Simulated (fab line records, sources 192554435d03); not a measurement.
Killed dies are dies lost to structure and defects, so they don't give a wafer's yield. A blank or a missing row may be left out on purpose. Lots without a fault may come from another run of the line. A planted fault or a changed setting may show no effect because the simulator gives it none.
fab line records | flow n5_finfet
record lots=10 wafers=30 last_day=18
route steps=1938 shown BEOL_M5@1131
lots that met no fault: from a run of the same line without faults
start_h: hours from the record's first day to the start of the lot's first wafer shown | wait_h: hours since the lot's step before | " the same as in the row above | L1.1+2: a row that stands for several wafers | - no value, or no start given | * or withheld: withheld | < > ~ a bound
route shown NAME@n: a module of which the file shows steps, and the number in the route of the first | usual: mean/standard deviation of fault-free wafers | same: alike in all rows | chamber/n: place in a boat | sites: the reading at each site | _std_site: their standard deviation | _edge_site: outer sites' mean less inner sites' | radius_mm: how far each site lies from the wafer's centre | mask NAME#n: copy n | behind: the tool/chamber that last shaped the wafer | hold: why the lot was held/for how many hours/how that ended | device: the transistor (n, p or np) that didn't switch | end of line: the same wafers' tests at the end of the route | a step without rows: its recipe alone | killed: dies lost to structure and defects at the first sort, not the wafer's yield | map: a wafer's dies, x killed, . not, _ none there
set.NAME: the setting as run; set.NAME@STEP: as run at that earlier step | model.NAME: the simulator's own value behind a step, which no gauge read
steps of the route over a sample of lots; a table a step, a row a wafer
services: from which hour (start_h, from the record's first day; less than 0 if before it) a tool's chamber was out of use, for how many hours, and why
## steps
# step N5_BEOL_M5_ETCH_61
# recipe chemistry=CF4 target=SiARC target_depth_a=156 mask_material=CAR-EUV time_s=26 ion_energy_ev=80 pressure_mtorr=40 source_w=545 bias_w=36 Ar_flow_sccm=100 cf4_flow_sccm=100 ends=cleared
# usual drypump_motor_current_A=5.6/0.46 etch_rf_on_time_s=25.8/0.53 oes_product_au=0.70/0.072 rf_vpp_V=184.3/1.3 showerhead_plenum_p_Torr=2.16/0.086 throttle_valve_pct=15.68/0.19
# columns lot.wafer tool chamber start_h wait_h drypump_motor_current_A etch_rf_on_time_s oes_product_au rf_hours_counter_h rf_vpp_V showerhead_plenum_p_Torr throttle_valve_pct
L380.3 rie_diel-05 3 193.73 0.0 5.9 25.4 0.74 48 187.4 2.26 15.41
L380.5 " 0 " " 5.4 25.9 0.59 - 181.4 2.02 15.76
L380.6 " 1 " " 6.3 27.4 0.59 - 183.3 2.12 15.85
L382.4 rie_diel-02 1 208.92 0.0 5.1 25.1 0.80 17 181.9 2.12 15.67
L382.5 " 0 " " 5.8 25.8 0.62 - 184.0 2.12 15.86
L382.6 " 3 " " 5.7 25.1 0.79 - 184.7 2.09 15.52
L384.3 rie_diel-02 1 216.52 0.0 5.1 25.0 0.79 21 182.4 2.12 15.68
L384.4 " 3 " " 5.7 25.2 0.78 32 182.6 2.09 15.52
L384.6 " 3 " " 5.7 25.5 0.78 - 183.2 2.09 15.54
L386.2 rie_diel-04 3 222.47 0.0 6.2 25.9 0.66 134 182.6 2.06 15.80
L386.5 " 1 " " 5.1 26.8 0.58 - 184.8 2.10 15.79
L386.6 " 2 " " 6.1 25.7 0.72 - 185.9 2.27 15.86
L385.2 rie_diel-04 2 222.69 0.0 6.2 25.8 0.72 52 185.9 2.27 15.85
L385.3 " 3 " " 6.2 26.0 0.66 134 182.7 2.06 15.81
L385.4 " 0 " " 4.8 25.4 0.77 20 186.5 2.26 15.38
L387.1 rie_diel-05 0 247.33 0.0 5.4 26.1 0.59 241 182.4 2.02 15.80
L387.4 " 0 " " 5.4 26.2 0.58 - 183.4 2.02 15.78
L387.5 " 3 " " 5.9 25.7 0.72 - 185.1 2.26 15.44
L388.1 rie_diel-05 0 260.17 0.0 5.4 25.9 0.58 246 182.2 2.02 15.79
L388.3 " 2 " " 5.5 26.2 0.67 110 183.8 2.08 15.71
L388.4 " 3 " " 5.9 25.8 0.71 65 184.9 2.26 15.43
L396.1 rie_diel-02 0 290.94 0.0 5.7 25.9 0.60 225 183.5 2.11 15.92
L396.3 " 1 " " 5.1 24.8 0.77 44 183.2 2.11 15.74
L396.4 " 3 " " 5.7 25.3 0.75 55 182.6 2.09 15.57
L401.3 rie_diel-04 2 317.70 0.0 6.2 25.6 0.69 81 185.8 2.26 15.93
L401.5 " 2 " " 6.2 26.0 0.69 - 184.9 2.26 15.93
L401.6 " 3 " " 6.2 25.8 0.64 - 182.7 2.05 15.89
L403.2 rie_diel-04 3 338.09 0.0 6.2 26.0 0.64 169 182.8 2.05 15.90
L403.3 " 2 " " 6.1 25.6 0.69 86 185.6 2.26 15.93
L403.5 " 3 " " 6.2 25.9 0.64 - 183.3 2.05 15.90
# step N5_BEOL_M5_ETCH_62
# recipe chemistry=N2/H2 target=SOC target_depth_a=750 overetch_a=150 mask_material=SiARC temp_c=40 time_s=112.5 ion_energy_ev=200 pressure_mtorr=30 source_w=840 bias_w=150 n2_flow_sccm=200 h2_flow_sccm=200
# usual drypump_motor_current_A=5.7/0.46 oes_product_au=0.64/0.061 rf_vpp_V=525/3.2 showerhead_plenum_p_Torr=2.57/0.11 throttle_valve_pct=17.96/0.21
# columns lot.wafer tool chamber start_h wait_h drypump_motor_current_A oes_product_au rf_hours_counter_h rf_vpp_V showerhead_plenum_p_Torr throttle_valve_pct
L380.3 rie_diel-05 3 193.76 0.0 5.9 0.67 48 527 2.70 17.70
L380.5 " 0 " " 5.4 0.55 - 522 2.42 18.17
L380.6 " 1 " " 6.3 0.55 - 523 2.54 18.26
L382.4 rie_diel-02 1 208.95 0.0 5.1 0.72 17 522 2.49 17.88
L382.5 " 0 " " 5.8 0.56 - 523 2.53 18.09
L382.6 " 3 " " 5.7 0.71 - 524 2.51 18.00
L384.3 rie_diel-02 1 216.55 0.0 5.0 0.71 21 522 2.49 17.87
L384.4 " 3 " " 5.7 0.70 32 522 2.51 18.00
L384.6 " 3 " " 5.7 0.71 - 522 2.51 18.00
L386.2 rie_diel-04 3 222.50 0.0 6.2 0.62 134 521 2.47 18.27
L386.5 " 1 " " 5.2 0.56 - 521 2.50 17.85
L386.6 " 2 " " 6.1 0.67 - 527 2.69 18.03
L385.2 rie_diel-04 2 222.72 0.0 6.1 0.66 52 529 2.69 18.03
L385.3 " 3 " " 6.2 0.62 134 522 2.47 18.27
L385.4 " 0 " " 4.8 0.70 20 529 2.72 17.61
L387.1 rie_diel-05 0 247.36 0.0 5.4 0.54 241 521 2.42 18.20
L387.4 " 0 " " 5.4 0.54 - 520 2.42 18.20
L387.5 " 3 " " 5.9 0.67 - 526 2.70 17.70
L388.1 rie_diel-05 0 260.20 0.0 5.4 0.55 246 520 2.42 18.21
L388.3 " 2 " " 5.5 0.63 110 523 2.46 17.91
L388.4 " 3 " " 5.9 0.66 65 527 2.69 17.71
L396.1 rie_diel-02 0 290.97 0.0 5.8 0.55 225 525 2.52 18.13
L396.3 " 1 " " 5.1 0.69 44 524 2.48 17.91
L396.4 " 3 " " 5.7 0.68 55 523 2.50 18.02
L401.3 rie_diel-04 2 317.73 0.0 6.1 0.64 81 529 2.68 18.08
L401.5 " 2 " " 6.1 0.63 - 528 2.68 18.09
L401.6 " 3 " " 6.2 0.60 - 520 2.46 18.30
L403.2 rie_diel-04 3 338.12 0.0 6.2 0.59 169 521 2.45 18.33
L403.3 " 2 " " 6.2 0.62 86 528 2.68 18.10
L403.5 " 3 " " 6.2 0.59 - 522 2.45 18.32
# step N5_BEOL_M5_HM_OPEN_17
# recipe chemistry=Cl2/BCl3 target_depth_a=200 overetch_a=60 target=TiN mask_material=SOC ion_energy_ev=150 pressure_mtorr=10 icp_w=1000 bias_w=126 Cl2_flow_sccm=53.25 bcl3_flow_sccm=21.75 Ar_flow_sccm=25
# usual drypump_motor_current_A=5.65/0.26 oes_product_au=0.70/0.096 throttle_valve_pct=22.2/0.31
# columns lot.wafer tool chamber start_h wait_h drypump_motor_current_A oes_product_au rf_hours_counter_h throttle_valve_pct
L380.3 rie_metal-01 0 193.96 0.1 5.56 0.75 - 21.9
L380.5 " 0 " " 5.56 0.76 - 22.0
L380.6 " 1 " " 5.38 0.58 - 22.6
L382.4 rie_metal-03 0 209.15 0.1 5.92 0.78 - 21.8
L382.5 " 0 " " 5.91 0.79 - 21.8
L382.6 " 1 " " 5.27 0.72 - 21.9
L384.3 rie_metal-03 0 216.75 0.1 5.93 0.78 - 21.8
L384.4 " 1 " " 5.26 0.71 - 22.0
L384.6 " 0 " " 5.96 0.78 - 21.8
L386.2 rie_metal-03 1 222.66 0.0 5.26 0.71 25 22.0
L386.5 " 1 " " 5.26 0.71 - 22.0
L386.6 " 0 " " 5.91 0.76 - 21.8
L385.2 rie_metal-02 1 222.92 0.1 5.92 0.52 - 22.6
L385.3 " 1 " " 5.94 0.51 - 22.6
L385.4 " 1 " " 5.94 0.52 - 22.6
L387.1 rie_metal-01 1 247.53 0.0 5.37 0.58 77 22.6
L387.4 " 1 " " 5.37 0.57 - 22.5
L387.5 " 0 " " 5.60 0.73 - 22.0
L388.1 rie_metal-03 1 260.37 0.0 5.26 0.72 28 21.9
L388.3 " 0 " " 5.92 0.77 - 21.8
L388.4 " 1 " " 5.24 0.71 - 21.9
L396.1 rie_metal-02 0 291.13 0.0 5.79 0.79 7 22.4
L396.3 " 0 " " 5.80 0.79 - 22.4
L396.4 " 0 " " 5.77 0.78 - 22.4
L401.3 rie_metal-02 0 317.92 0.1 5.78 0.75 - 22.4
L401.5 " 1 " " 5.92 0.79 - 22.3
L401.6 " 0 " " 5.78 0.75 - 22.4
L403.2 rie_metal-02 1 338.29 0.0 5.88 0.78 5 22.3
L403.3 " 1 " " 5.91 0.78 - 22.3
L403.5 " 1 " " 5.89 0.79 - 22.3
# step N5_BEOL_M5_CD_MEAS_18
# recipe pitch_nm=56 target_cd_nm=28
# usual cd_nm=28.0/0.41
# columns lot.wafer tool chamber start_h wait_h cd_nm
L380.3 cd_sem-01 - 194.11 0.1 27.8
L380.5 " - " " 28.1
L380.6 " - " " 28.5
L382.4 cd_sem-01 - 209.43 0.1 27.9
L382.5 " - " " 28.5
L382.6 " - " " 28.3
L384.3 cd_sem-02 - 216.94 0.1 28.2
L384.4 " - " " 28.1
L384.6 " - " " 27.8
L386.2 cd_sem-01 - 222.94 0.1 28.3
L386.5 " - " " 27.2
L386.6 " - " " 26.9
L385.2 cd_sem-02 - 223.27 0.1 27.3
L385.3 " - " " 27.9
L385.4 " - " " 27.1
L387.1 cd_sem-02 - 247.78 0.0 28.4
L387.4 " - " " 28.0
L387.5 " - " " 27.6
L388.1 cd_sem-01 - 260.56 0.1 28.3
L388.3 " - " " 28.1
L388.4 " - " " 28.9
L396.1 cd_sem-02 - 291.41 0.1 28.3
L396.3 " - " " 28.4
L396.4 " - " " 29.7
L401.3 cd_sem-03 - 318.08 0.1 27.3
L401.5 " - " " 27.8
L401.6 " - " " 28.5
L403.2 cd_sem-01 - 338.60 0.1 27.7
L403.3 " - " " 27.5
L403.5 " - " " 28.3
# step N5_BEOL_M5_CD_MEAS_28
# recipe target_cd_nm=30.6 landing_energy_ev=500 detector=se_inlens target_cd_y_nm=20 polarity=opening
# usual cd_nm=30.65/0.23
# columns lot.wafer tool chamber start_h wait_h cd_nm
L380.3 cd_sem-01 0 198.28 - 30.91
L380.5 " 0 " " 30.67
L380.6 " 0 " " 30.52
L382.4 cd_sem-01 0 209.99 - 30.47
L382.5 " 0 " " 30.97
L382.6 " 0 " " 31.06
L384.3 cd_sem-01 0 219.70 - 30.26
L384.4 " 0 " " 30.71
L384.6 " 0 " " 30.24
L386.2 cd_sem-02 0 223.62 - 31.25
L386.5 " 0 " " 30.78
L386.6 " 0 " " 30.62
L385.2 cd_sem-03 0 223.67 - 30.37
L385.3 " 0 " " 30.92
L385.4 " 0 " " 30.75
L387.1 cd_sem-02 0 248.90 - 30.75
L387.4 " 0 " " 30.55
L387.5 " 0 " " 31.03
L388.1 cd_sem-03 0 260.95 - 30.90
L388.3 " 0 " " 30.89
L388.4 " 0 " " 30.82
L396.1 cd_sem-02 0 292.23 - 30.89
L396.3 " 0 " " 30.68
L396.4 " 0 " " 30.57
L401.3 cd_sem-02 0 318.39 - 30.62
L401.5 " 0 " " 31.05
L401.6 " 0 " " 30.57
L403.2 cd_sem-01 0 339.52 - 30.47
L403.3 " 0 " " 30.70
L403.5 " 0 " " 30.60
## services
# columns tool chamber start_h hours kind
rie_diel-02 - 174.45 5.9 repair
rie_metal-02 - 196.79 10.0 pm
rie_metal-02 0 206.79 - clean
rie_metal-02 0 206.79 23.4 scheduled_down
rie_metal-02 0 206.79 23.4 vent_cycle
rie_diel-05 - 207.71 14.6 pm
rie_diel-05 1 238.66 19.1 repair
rie_diel-02 3 253.47 2.3 repair
rie_metal-03 - 255.54 1.1 repair
rie_diel-04 1 263.33 - clean
rie_diel-04 1 263.33 - consumable_replace:focus_ring
rie_diel-04 1 263.33 21.3 scheduled_down
rie_diel-04 1 263.33 21.3 vent_cycle
rie_metal-02 1 267.63 2.0 repair
rie_diel-05 0 273.24 - clean
rie_diel-05 0 273.24 - consumable_replace:focus_ring
rie_diel-05 0 273.24 - consumable_replace:showerhead
rie_metal-02 1 279.52 - clean
rie_metal-02 1 279.52 18.6 scheduled_down
rie_metal-02 1 279.52 18.6 vent_cycle
rie_metal-01 - 329.92 2.6 repair
## key
first_sign step=N5_BEOL_M5_CD_MEAS_18 reading=cd_nm direction=up sigmas=4.3 usual=28.0 struck=29.7
effect none on later readings
met_at N5_BEOL_M5_ETCH_62
struck_lots L396
struck_wafers L396.4
not_acting_at N5_BEOL_M5_ETCH_61,N5_BEOL_M5_HM_OPEN_17,N5_BEOL_M5_CD_MEAS_28
onset_between 216.55 290.97
fault kind=process_parameter_drift tool=rie_diel-02 chamber=3 onset_h=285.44 steps=N5_BEOL_M5_ETCH_62 channel=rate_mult offset=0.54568 shape=step end_h=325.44
